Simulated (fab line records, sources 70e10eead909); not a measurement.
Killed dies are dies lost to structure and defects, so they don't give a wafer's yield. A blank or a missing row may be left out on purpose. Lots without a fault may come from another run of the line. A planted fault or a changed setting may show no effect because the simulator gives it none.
Which tool did it? | flow nand_harc | 12 lots, 34 wafers sampled, at 1 step of a route of 1302

WHAT THE GAUGES READ, wafer by wafer
NHARC_A_CONTACT_INSPECT_71. Usual: raw_defect_count 90, standard deviation 31.
lot  | measured     | on                | raw_defect_count | flag
L297 | day 22 11:47 | defect_inspect-02 | 103 100 112      |
L298 | day 22 12:14 | defect_inspect-01 | 79 66 71         |
L300 | day 23 05:35 | defect_inspect-01 | 65 53 57         |
L299 | day 23 05:56 | defect_inspect-01 | 106 112 112      |
L301 | day 23 06:29 | defect_inspect-02 | 118 103 133      |
L302 | day 24 23:11 | defect_inspect-02 | 100 114 106      |
L306 | day 25 16:29 | defect_inspect-01 | 123 137          |
L305 | day 26 00:57 | defect_inspect-02 | 17 14            |
L314 | day 29 07:15 | defect_inspect-01 | 68 89 71         |
L315 | day 30 00:19 | defect_inspect-02 | 134 120 110      |
L318 | day 31 07:10 | defect_inspect-02 | 125 138 138      |
L319 | day 32 05:41 | defect_inspect-01 | 58 65 56         |

WHICH TOOL RAN EACH LOT (tool, then ch and the chambers of the sampled wafers, then the start)
The record holds no process step before these readings.

WHAT THE TOOLS THEMSELVES READ (means of the sampled wafers that have a number; where no wafer has one, the mark that the record gives instead)
The record holds no such reading with a usual standard deviation.

THE ANSWER, worked out from the rows above alone
Rule: a lot is off if the mean of its wafers that have a number lies more than 3 standard deviations from the usual mean. A lot without any number at a reading at which 4 lots or more have one is off too. The other lots that the step has rows for count as sound. The gauges are gone through in route order, then the tools' own readings, and for those a lot's mean is taken as printed above. The first step at which some lot is off is used, and at that step the reading that is off furthest; a lot without a number counts as furthest.
No lot is off at any reading shown: from this, nothing can be told.

WHAT THE SIMULATOR HAD PUT IN
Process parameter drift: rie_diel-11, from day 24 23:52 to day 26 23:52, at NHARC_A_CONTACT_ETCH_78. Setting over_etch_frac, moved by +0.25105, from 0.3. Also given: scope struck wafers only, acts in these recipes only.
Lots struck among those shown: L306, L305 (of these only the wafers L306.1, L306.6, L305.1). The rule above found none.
